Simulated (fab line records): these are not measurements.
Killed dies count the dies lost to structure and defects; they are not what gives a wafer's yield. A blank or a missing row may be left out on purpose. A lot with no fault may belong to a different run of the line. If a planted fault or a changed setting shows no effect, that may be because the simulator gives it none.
fab line records	flow nand_harc
[record] lots = 6	wafers = 18	last_day = 29
route steps=1302 shown THIN_TSV@1255 END@1302
lots with no fault: from the same line, run without faults
start_h: hours from the record's opening day to when the first of the lot's shown wafers began	wait_h: hours from the lot's prior step to this one	" unchanged from the row above	L1.1+2: one row covering several wafers at once	- no value, or no start was given	* or withheld: withheld	< > ~ a bound
route shown NAME@n: a module of which the file shows steps, and the number in the route of the first	usual: mean/standard deviation taken from wafers without a fault	same: alike in all rows	chamber/n: place in a boat	sites: each site's reading	_std_site: the standard deviation of these	_edge_site: outer sites' mean less inner sites'	radius_mm: how far each site lies from the wafer's centre	mask NAME#n: copy n	behind: tool/chamber where the wafer was last shaped	hold: why the lot went on hold/how many hours it stayed there/how the hold came to an end	device: which transistor (n, p or np) failed to switch	end of line: the route-end tests of the same wafers	for a step that has no rows: nothing shown but its recipe	killed: count of dies lost to structure and defects at first sort (not the wafer's yield)	map: shows each die of a wafer: x if killed, . if not, _ if none is there
set.NAME: the run value of the setting; set.NAME@STEP: its run value at that earlier step	model.NAME: the simulator's own value behind a step, which no gauge read
lots at some steps of the route; a table a step, a row a wafer
services: a tool's chamber out of use, with start hour (start_h, from the record's first day; less than 0 if before it), hours out, and reason
[[steps]]
[step NHARC_THIN_TSV_EBR_08]
[step NHARC_THIN_TSV_EXPOSE_09]
[recipe] na = 0.55	dose_mj = 30.7	mask_id = TSV
[step NHARC_THIN_TSV_PEB_10]
[recipe] peb_temp_c = 118	peb_time_s = 85
[step NHARC_THIN_TSV_DEVELOP_11]
[recipe] time_s = 70
[step NHARC_THIN_TSV_CD_MEAS_12]
[recipe] target_cd_nm = 1000	landing_energy_ev = 500
[usual] cd_nm = 1000.4/1.5
lot.wafer	tool	chamber	start_h	wait_h	cd_nm
L828.3	cd_sem-01	0	551.55	-	1002.6
L828.5	"	0	"	"	1003.8
L828.6	"	0	"	"	1002.4
L830.4	cd_sem-03	0	569.79	-	1000.2
L830.5	"	0	"	"	1001.3
L830.6	"	0	"	"	999.9
L834.1	cd_sem-01	0	615.38	-	999.1
L834.4	"	0	"	"	1001.9
L834.5	"	0	"	"	1000.1
L837.1	cd_sem-03	0	640.91	-	1000.0
L837.3	"	0	"	"	999.1
L837.5	"	0	"	"	1000.7
L836.1	cd_sem-02	0	642.24	-	1001.8
L836.3	"	0	"	"	1000.1
L836.6	"	0	"	"	1000.1
L842.3	cd_sem-02	0	687.46	-	997.8
L842.5	"	0	"	"	1000.7
L842.6	"	0	"	"	1001.6
[step NHARC_THIN_TSV_HARDBAKE_13]
[recipe] temp_c = 125	time_s = 80
[step NHARC_THIN_TSV_DESCUM_14]
[recipe] time_s = 3	o2_flow_sccm = 200	ar_flow_sccm = 0	bias_power_w = 0	chemistry = O2
[step NHARC_THIN_TSV_ETCH_44]
[recipe] target_depth_a = 15942	time_s = 797.1	cf4_flow_sccm = 150	o2_flow_sccm = 10	ar_flow_sccm = 0	rf_w = 300	bias_w = 800	chemistry = CF4/O2
[usual] drypump_motor_current_A = 5.8/0.47	oes_product_au = 1.002/0.008	rf_vpp_V = 793/4.7	showerhead_plenum_p_Torr = 1.81/0.075	throttle_valve_pct = 16.915/0.0095
lot.wafer	tool	chamber	start_h	wait_h	drypump_motor_current_A	oes_product_au	rf_hours_counter_h	rf_vpp_V	showerhead_plenum_p_Torr	throttle_valve_pct
L828.3	rie_diel-09	0	551.86	0.1	6.0	0.981	3.3	788	1.73	16.910
L828.5	"	3	"	"	5.6	0.998	-	797	1.89	16.939
L828.6	"	0	"	"	6.0	0.993	-	788	1.73	16.910
L830.4	rie_diel-03	3	570.41	0.4	5.4	1.005	-	789	1.77	16.887
L830.5	"	2	"	"	5.3	0.998	-	794	1.80	16.918
L830.6	"	3	"	"	5.4	1.012	-	792	1.77	16.920
L834.1	rie_diel-03	1	615.63	0.1	6.1	1.000	10.2	802	1.94	16.912
L834.4	"	3	"	"	5.4	1.014	12.2	790	1.77	16.908
L834.5	"	2	"	"	5.2	1.001	-	793	1.80	16.906
L837.1	rie_diel-08	2	641.16	0.1	5.6	1.008	4.1	792	1.79	16.909
L837.3	"	3	"	"	5.6	0.995	3.8	801	1.93	16.920
L837.5	"	2	"	"	5.6	1.006	-	790	1.79	16.929
L836.1	rie_diel-08	3	642.49	0.1	5.6	1.004	4.2	799	1.93	16.901
L836.3	"	1	"	"	6.8	1.020	4.1	789	1.74	16.906
L836.6	"	0	"	"	6.3	1.005	-	789	1.74	16.916
L842.3	rie_diel-09	0	687.75	0.1	6.0	0.994	0.1	788	1.72	16.910
L842.5	"	3	"	"	5.6	0.989	-	797	1.88	16.919
L842.6	"	0	"	"	6.0	0.985	-	788	1.72	16.919
[step NHARC_THIN_TSV_ETCH_15]
[recipe] target_depth_a = 30000	bosch_target_overetch_cycles = 2	bosch_etch_step_s = 2.8	bosch_dep_step_s = 1.2	bosch_cycles = 14
[step NHARC_THIN_TSV_CD_MEAS_16]
[usual] cd_nm = 1000.4/1.6
lot.wafer	tool	chamber	start_h	wait_h	cd_nm
L828.3	cd_sem-02	-	552.52	0.1	1002.5
L828.5	"	-	"	"	1004.2
L828.6	"	-	"	"	1002.2
L830.4	cd_sem-02	-	571.13	0.1	1000.2
L830.5	"	-	"	"	1001.4
L830.6	"	-	"	"	1000.3
L834.1	cd_sem-01	-	616.34	0.1	998.6
L834.4	"	-	"	"	1001.4
L834.5	"	-	"	"	999.8
L837.1	cd_sem-03	-	641.87	0.1	999.7
L837.3	"	-	"	"	999.1
L837.5	"	-	"	"	1000.7
L836.1	cd_sem-02	-	643.21	0.1	1001.1
L836.3	"	-	"	"	1000.0
L836.6	"	-	"	"	999.6
L842.3	cd_sem-01	-	688.42	0.1	997.9
L842.5	"	-	"	"	1000.3
L842.6	"	-	"	"	1001.7
[step NHARC_THIN_TSV_STRIP_45]
[recipe] power_w = 1500	temp_c = 250	chemistry = O2
[step NHARC_THIN_TSV_STRIP_46]
[recipe] time_s = 1200	temp_c = 72.5	chemistry = post_etch_residue_remover
[step NHARC_THIN_TSV_DEP_47]
[recipe] target_thk_a = 2000	temp_c = withheld	pressure_torr = 6.5	rf_w = 900	teos_flow_sccm = 161.4	flow_sccm = 2650	target_thk_nm = 200	gas = O2	material = SiO2
[usual] throttle_valve_pct = 15.9/0.57
lot.wafer	tool	chamber	start_h	wait_h	throttle_valve_pct
L828.3	pecvd-01	1	553.44	-	15.5
L828.6	"	1	"	"	15.3
L828.5	"	2	"	"	14.9
L830.4	pecvd-02	1	572.13	-	17.1
L830.5	"	2	"	"	15.9
L830.6	"	0	"	"	16.1
L834.1	pecvd-02	1	617.22	-	16.2
L834.4	"	2	"	"	15.7
L834.5	"	1	"	"	16.5
L837.3	pecvd-01	2	642.75	-	15.0
L837.1	"	1	"	"	15.7
L837.5	"	1	"	"	15.6
L836.3	pecvd-02	1	644.08	-	16.2
L836.1	"	0	"	"	16.7
L836.6	"	2	"	"	15.7
L842.3	pecvd-04	0	689.33	-	15.7
L842.6	"	0	"	"	15.4
L842.5	"	1	"	"	15.8
[step NHARC_THIN_TSV_ETCHBACK_48]
[recipe] target_depth_a = 10285	over_etch_frac = 0.3	time_s = 405.17	ion_energy_ev = 250	c4f8_flow_sccm = withheld	ar_flow_sccm = withheld	rf_w = 600	bias_w = 300	chemistry = C4F8/Ar
[step NHARC_THIN_TSV_STRIP_62]
[recipe] power_w = 1500	temp_c = 250	time_s = 20	chemistry = N2/H2
[step NHARC_THIN_TSV_DEGAS_49]
[recipe] temp_c = 300	time_s = 120
[step NHARC_THIN_TSV_PRE_CLEAN_50]
[recipe] time_s = 30	temp_c = 280	gas = H2/He
[step NHARC_THIN_TSV_PVD_19]
[recipe] target_thk_a = 200	chamber_pressure_pa = 5	material = TaN
[step NHARC_THIN_TSV_PVD_51]
[recipe] target_thk_a = 1000	chamber_pressure_pa = 5	material = Cu
[usual] throttle_valve_pct = 30.0/1.3
lot.wafer	tool	chamber	start_h	wait_h	throttle_valve_pct
L828.3	pvd_sputter-03	-	-	-	29.7
L828.5	"	-	"	"	29.3
L828.6	"	-	"	"	30.0
L830.4	pvd_sputter-01	-	-	-	29.3
L830.6	"	-	"	"	31.5
L830.5	"	-	"	"	29.4
L834.1	pvd_sputter-03	-	-	-	31.5
L834.4	"	-	"	"	30.0
L834.5	"	-	"	"	31.5
L837.3	pvd_sputter-03	-	-	-	29.2
L837.1	"	-	"	"	29.7
L837.5	"	-	"	"	29.0
L836.3	pvd_sputter-01	-	-	-	31.3
L836.1	"	-	"	"	31.8
L836.6	"	-	"	"	31.3
L842.3	pvd_sputter-03	-	-	-	31.5
L842.6	"	-	"	"	31.3
L842.5	"	-	"	"	29.0
[step NHARC_THIN_TSV_ECD_20]
[recipe] target_thk_a = 20000	material = Cu
[step NHARC_THIN_TSV_ANNEAL_52]
[recipe] temp_c = 225	time_s = 90
[usual] anneal_temp_c = 225.00/0.15	wafer_temp_C_max = 225.93/0.3
lot.wafer	tool	chamber	start_h	wait_h	anneal_temp_c	wafer_temp_C_max
L828.3	rtp_anneal-01	0	555.63	0.4	225.08	226.46
L828.5	"	0	"	"	224.83	226.13
L828.6	"	0	"	"	224.90	226.17
L830.4	rtp_anneal-02	0	574.27	0.5	224.93	225.72
L830.5	"	0	"	"	224.94	225.61
L830.6	"	0	"	"	224.94	225.63
L834.1	rtp_anneal-01	0	619.47	0.6	224.99	226.34
L834.4	"	0	"	"	224.82	226.10
L834.5	"	0	"	"	225.25	226.14
L837.1	rtp_anneal-02	0	644.88	0.6	225.06	225.52
L837.3	"	0	"	"	225.06	225.67
L837.5	"	0	"	"	225.10	226.16
L836.1	rtp_anneal-01	0	646.20	0.5	224.91	225.90
L836.3	"	0	"	"	224.78	226.37
L836.6	"	0	"	"	225.01	225.91
L842.3	rtp_anneal-02	0	691.50	0.5	224.68	225.64
L842.5	"	0	"	"	224.68	225.62
L842.6	"	0	"	"	225.09	226.05
[step NHARC_THIN_TSV_CMP_21]
[recipe] t_overpolish_s = 30	target_thk_nm = 2000
[step NHARC_THIN_TSV_SRD_23]
[step NHARC_THIN_TSV_DEGAS_53]
[recipe] temp_c = 300	time_s = 60
[usual] heater_power_w = 462/49
lot.wafer	tool	chamber	start_h	wait_h	heater_power_w
L828.3	pvd_sputter-03	-	556.34	0.1	427
L828.5	"	-	"	"	438
L828.6	"	-	"	"	427
L830.4	pvd_sputter-03	-	574.95	0.1	451
L830.6	"	-	"	"	415
L830.5	"	-	"	"	481
L834.1	pvd_sputter-01	-	620.26	0.1	425
L834.4	"	-	"	"	598
L834.5	"	-	"	"	580
L837.3	pvd_sputter-01	-	645.70	0.1	420
L837.1	"	-	"	"	575
L837.5	"	-	"	"	492
L836.3	pvd_sputter-01	-	647.03	0.1	408
L836.1	"	-	"	"	605
L836.6	"	-	"	"	402
L842.3	pvd_sputter-03	-	692.22	0.1	455
L842.6	"	-	"	"	485
L842.5	"	-	"	"	429
[step NHARC_THIN_TSV_PRE_CLEAN_54]
[recipe] time_s = 30	temp_c = 280	gas = H2/He
[step NHARC_THIN_TSV_PVD_55]
[recipe] target_thk_a = 500	material = TiN
[step NHARC_THIN_TSV_PVD_24]
[recipe] target_thk_a = 8000	power_w = withheld	chamber_pressure_pa = withheld	substrate_temp_c = withheld	time_s = withheld	gas = Ar	material = Al
[step NHARC_THIN_TSV_DEHYDRATE_25]
[recipe] temp_c = 150	time_s = 120
[step NHARC_THIN_TSV_HMDS_26]
[recipe] time_s = 30
[step NHARC_THIN_TSV_COAT_27]
[recipe] spin_rpm = *
[step NHARC_THIN_TSV_SOFTBAKE_28]
[recipe] temp_c = 122	time_s = 95
[step NHARC_THIN_TSV_EBR_29]
[step NHARC_THIN_TSV_EXPOSE_30]
[recipe] na = 0.55	dose_mj = 11.47	mask_id = PAD
[step NHARC_THIN_TSV_PEB_31]
[recipe] peb_temp_c = 118	peb_time_s = 85
[step NHARC_THIN_TSV_DEVELOP_32]
[recipe] time_s = 70
[step NHARC_THIN_TSV_CD_MEAS_33]
[recipe] target_cd_nm = 5000	landing_energy_ev = 500
[usual] cd_nm = 4999.7/1.2
lot.wafer	tool	chamber	start_h	wait_h	cd_nm
L828.3	cd_sem-02	0	557.49	-	4999.7
L828.5	"	0	"	"	5000.1
L828.6	"	0	"	"	4999.4
L830.4	cd_sem-01	0	576.08	-	5000.2
L830.5	"	0	"	"	5000.6
L830.6	"	0	"	"	5001.8
L834.1	cd_sem-03	0	621.29	-	5000.6
L834.4	"	0	"	"	5000.8
L834.5	"	0	"	"	4999.1
L837.1	cd_sem-03	0	646.69	-	4999.8
L837.3	"	0	"	"	4999.1
L837.5	"	0	"	"	4999.6
L836.1	cd_sem-03	0	648.14	-	4998.4
L836.3	"	0	"	"	4999.8
L836.6	"	0	"	"	4998.0
L842.3	cd_sem-02	0	693.34	-	5000.3
L842.5	"	0	"	"	5003.0
L842.6	"	0	"	"	4999.8
[step NHARC_THIN_TSV_HARDBAKE_34]
[recipe] temp_c = 125	time_s = 80
[step NHARC_THIN_TSV_DESCUM_35]
[recipe] time_s = 3	o2_flow_sccm = 200	ar_flow_sccm = 0	bias_power_w = 0	chemistry = O2
[step NHARC_THIN_TSV_ETCH_59]
[recipe] target_depth_a = 8800	icp_w = 900	bias_w = 100	Cl2_flow_sccm = 60	bcl3_flow_sccm = 30	time_s = 138.1	chemistry = Cl2/BCl3
[usual] drypump_motor_current_A = 5.83/0.23	oes_product_au = 1.001/0.0076	throttle_valve_pct = 22.265/0.009
lot.wafer	tool	chamber	start_h	wait_h	drypump_motor_current_A	oes_product_au	rf_hours_counter_h	throttle_valve_pct
L828.3	rie_metal-01	0	557.88	0.2	5.83	0.997	-	22.267
L828.6	"	1	"	"	6.00	0.997	-	22.269
L828.5	"	0	"	"	5.83	1.015	-	22.253
L830.4	rie_metal-02	1	576.43	0.2	5.67	1.011	-	22.267
L830.5	"	1	"	"	5.69	1.014	-	22.271
L830.6	"	0	"	"	5.50	1.009	-	22.258
L834.1	rie_metal-01	0	621.60	0.1	5.82	1.002	0.8	22.268
L834.4	"	0	"	"	5.84	0.998	-	22.264
L834.5	"	1	"	"	6.01	1.000	-	22.268
L837.1	rie_metal-03	1	647.02	0.2	5.65	0.994	2.0	22.278
L837.3	"	1	"	"	5.67	0.990	-	22.262
L837.5	"	0	"	"	6.18	0.990	-	22.254
L836.1	rie_metal-01	0	648.43	0.1	5.86	0.996	1.2	22.265
L836.3	"	0	"	"	5.85	0.997	-	22.266
L836.6	"	1	"	"	6.03	0.996	-	22.269
L842.3	rie_metal-01	1	693.73	0.2	6.01	1.008	-	22.256
L842.5	"	0	"	"	5.80	1.001	-	22.274
L842.6	"	1	"	"	6.01	1.002	-	22.262
[step NHARC_THIN_TSV_ETCH_36]
[recipe] target_depth_a = 650	over_etch_frac = 0.3	time_s = 18.571	ion_energy_ev = 150	chemistry = Cl2/BCl3
[step NHARC_THIN_TSV_STRIP_56]
[recipe] power_w = 1500	temp_c = 250	chemistry = O2
[step NHARC_END_SORT_01]
[recipe] temp_c = 25
[usual] killed_at_array = 52/17	killed_at_other = 0.8/1.1	killed_at_periphery = 3.2/2.2	killed_dies = 57/17	killed_open = 3.4/1.8	killed_short = 2.4/1.6
[same] gross_dies = 677
lot.wafer	tool	chamber	start_h	wait_h	killed_at_array	killed_at_other	killed_at_periphery	killed_dies	killed_open	killed_short
L834.1	prober-02	0	631.60	2.5	32	92	4	128	2	1
L834.4	prober-02	0	633.98	3.4	39	96	3	138	4	1
L834.5	prober-02	0	634.78	3.7	21	89	5	115	4	0
L837.1	prober-02	0	655.69	2.5	28	1	4	33	2	4
L837.3	prober-02	0	657.28	3.1	19	5	4	28	3	0
L837.5	prober-02	0	658.87	3.7	29	3	0	32	4	2
L836.1	prober-01	0	655.72	2.5	68	95	0	163	5	1
L836.3	prober-01	0	657.31	3.1	60	86	3	149	1	2
L836.6	prober-01	0	659.70	4.0	66	92	4	162	4	4
// killed by level:class
L834.1 THIN_TSV:unspecified=92 A_CHANNEL_HOLE_D2:chamber_film_flake=23 P_GATE:chamber_film_flake=2 A_CHANNEL_HOLE_D1:chamber_film_flake=2 A_M1:chamber_film_flake=2 A_CONTACT:chamber_film_flake=2 A_CHANNEL_HOLE_D1:geometric_particle:short=1 A_CHANNEL_FILL_D1:geometric_particle:open=1
L834.4 THIN_TSV:unspecified=96 A_CHANNEL_HOLE_D2:chamber_film_flake=27 A_CHANNEL_HOLE_D1:chamber_film_flake=5 P_M0:geometric_particle:open=1 A_CHANNEL_FILL_D1:geometric_particle:open=1 A_ONON_D2:geometric_particle:short=1 A_CHANNEL_HOLE_D2:geometric_particle:open=1 A_WL_FILL:geometric_particle:open=1
L834.5 THIN_TSV:unspecified=89 A_CHANNEL_HOLE_D2:chamber_film_flake=7 A_CONTACT:chamber_film_flake=7 A_CHANNEL_HOLE_D1:chamber_film_flake=3 P_GATE:chamber_film_flake=2 P_M0:geometric_particle:open=1 A_CHANNEL_FILL_D1:geometric_particle:open=1 A_SLIT:chamber_film_flake=1
L837.1 A_CHANNEL_HOLE_D1:chamber_film_flake=6 A_CHANNEL_HOLE_D2:chamber_film_flake=4 A_STAIRCASE:chamber_film_flake=3 A_CONTACT:chamber_film_flake=3 P_GATE:chamber_film_flake=2 A_DECK1_JOINT:chamber_film_flake=2 P_M1:geometric_particle:open=1 A_ONON_D1:geometric_particle:short=1
L836.1 THIN_TSV:unspecified=94 A_SLIT:chamber_film_flake=33 A_CHANNEL_HOLE_D1:chamber_film_flake=22 A_M0:geometric_particle:open=3 A_ZERO_WELL:chamber_film_flake=3 A_CHANNEL_FILL_D1:geometric_particle:open=2 A_STAIRCASE:chamber_film_flake=2 A_CHANNEL_HOLE_D1:geometric_particle:short=1
L837.3 A_CONTACT:chamber_film_flake=6 A_CHANNEL_HOLE_D1:chamber_film_flake=5 THIN_TSV:chamber_film_flake=5 A_SLIT:chamber_film_flake=3 P_M2:geometric_particle:open=2 A_CHANNEL_HOLE_D2:unspecified=2 A_WL_FILL:geometric_particle:open=1 P_ZERO_WELL:chamber_film_flake=1
L836.3 THIN_TSV:unspecified=86 A_CHANNEL_HOLE_D1:chamber_film_flake=35 A_SLIT:chamber_film_flake=19 A_STAIRCASE:chamber_film_flake=3 P_CONTACT:geometric_particle:short=1 P_CONTACT:geometric_particle:open=1 A_CHANNEL_FILL_D2:geometric_particle:short=1 P_STI:chamber_film_flake=1
L837.5 A_CHANNEL_HOLE_D1:chamber_film_flake=6 A_CHANNEL_HOLE_D2:unspecified=4 A_CONTACT:chamber_film_flake=4 A_CHANNEL_HOLE_D2:chamber_film_flake=3 THIN_TSV:chamber_film_flake=3 A_STAIRCASE:chamber_film_flake=2 A_ONON_D1:geometric_particle:open=1 A_DECK1_JOINT:geometric_particle:open=1
L836.6 THIN_TSV:unspecified=91 A_SLIT:chamber_film_flake=25 A_CHANNEL_HOLE_D1:chamber_film_flake=24 A_CONTACT:chamber_film_flake=6 A_DECK1_JOINT:chamber_film_flake=4 A_CHANNEL_FILL_D1:geometric_particle:open=2 A_CHANNEL_FILL_D2:geometric_particle:short=2 P_GATE:geometric_particle:open=1
// map L834.4 (x killed, . not)
____________.____________
_________......._________
_______.....x....._______
______.............______
_____..............._____
____....x............____
____.................____
___...................___
___...................___
__.....................__
__.........x...........__
_x................x....._
_......................._
_......................._
_.............x........._
_...........xx.xx......._
.............xx....x.....
.x........x..xx..xx......
............xxx.xxx.x....
............xxxxxxxx..x..
x..x...x....xxxxxxxxxxx..
_.x..........xxxxxxxxx.._
_...........x.xxxxxxxxx._
_.x............xxxxxxxx._
_..x..........xxxxxxxxxx_
_.x...........xxxxxxxxxx_
__............xxxxxxxxx__
__.............xxxxxxxx__
___............xxxxxxx___
___.............xxxxxx___
____............xxxxx____
____..............xxx____
_____..............._____
______.............______
_______..........._______
_________......._________
____________.____________
// map L836.1 (x killed, . not)
____________.____________
_________......._________
_______..........._______
______.............______
_____..............._____
____.................____
____.................____
___...................___
___xxx.......x........___
__x.x.....xxx..........__
__xxx......x.x.x.......__
_xxxx......xxx.........._
_xxx.x.....xxxxx........_
_xxx...x...xxxx......x.._
_.x.x.x....x.xx........._
_........x.xxxx........._
...x......xxxxxx...x.....
..........x...x.........x
.........................
...x..xxxxx..............
.....x.xxx..x............
_...xxxxxxxx............_
_...xxxxxxxxxx.........._
_.x.xxxxxxxxx..........._
_...xxxxxxxxx..........._
_...xxxxxxxxx..........._
__..xxxxxxxxx.....x..x.__
__x.xxxxxxxx.x.........__
___.xxxxxxxxx.........___
___..xxxxx.x..........___
____...xxx...........____
____....xx...........____
_____..x..........x._____
______...x.........______
_______..........._______
_________......._________
____________.____________
[[services]]
tool	chamber	start_h	hours	kind
rie_diel-03	0	544.35	56.4	repair
rie_diel-08	-	544.80	9.0	pm
rie_diel-03	1	557.67	12.7	repair
rie_metal-01	-	575.00	9.0	pm
pecvd-02	-	575.89	1.4	repair
pvd_sputter-01	-	582.00	10.0	pm
rie_metal-03	1	586.87	7.9	repair
rie_diel-09	0	588.70	1.8	repair
pecvd-02	-	589.33	13.0	pm
pvd_sputter-01	-	600.61	2.0	repair
pecvd-02	0	606.05	12.2	repair
rie_diel-03	3	608.23	2.0	repair
pecvd-02	-	613.46	1.4	repair
rie_diel-09	3	614.44	9.0	repair
rie_diel-08	-	621.11	0.8	repair
rie_diel-09	3	624.71	9.7	repair
rie_diel-03	-	635.34	9.0	pm
rie_metal-01	-	645.30	0.7	repair
pecvd-01	-	647.51	0.3	repair
pvd_sputter-03	-	652.81	2.8	repair
rie_metal-01	-	660.05	0.3	repair
pecvd-01	-	673.00	13.0	pm
rie_diel-09	-	674.75	9.0	pm
pvd_sputter-01	-	689.95	1.1	repair
[[key]]
[first_sign] step = NHARC_END_SORT_01	reading = killed_at_other	direction = up	sigmas = 80	usual = 0.8	struck = 91.7
[effect] step = NHARC_END_SORT_01	reading = killed_dies	direction = up	sigmas = 5	usual = 57	struck = 142
[more_kills_born_at] NHARC_THIN_TSV_DEP_47@pecvd-02 = 548
met_at NHARC_THIN_TSV_DEP_47
struck_wafers L834.1,L834.4,L834.5,L836.1,L836.3,L836.6
tester_left_out L834
onset_between 572.13 617.22
also_fits NHARC_THIN_TSV_ANNEAL_52:rtp_anneal-01
[earlier_fault] kind = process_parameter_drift	tool = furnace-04	chamber = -	onset_h = 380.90	steps = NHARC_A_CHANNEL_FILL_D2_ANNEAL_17	channel = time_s	offset = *	shape = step	acts_in = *	stated = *
[fault] kind = chamber_particle_source	tool = pecvd-02	chamber = -	onset_h = 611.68	steps = NHARC_THIN_TSV_DEP_47	rate_per_visit_cm2 = 1.1928
// tester_left_out: of these lots the tester's yield and bins aren't shown, on N5 and GAA mostly nor the transistor test; their killed dies are dies lost to structure and defects alone, not to doping, threshold or leakage, so they don't give the yield
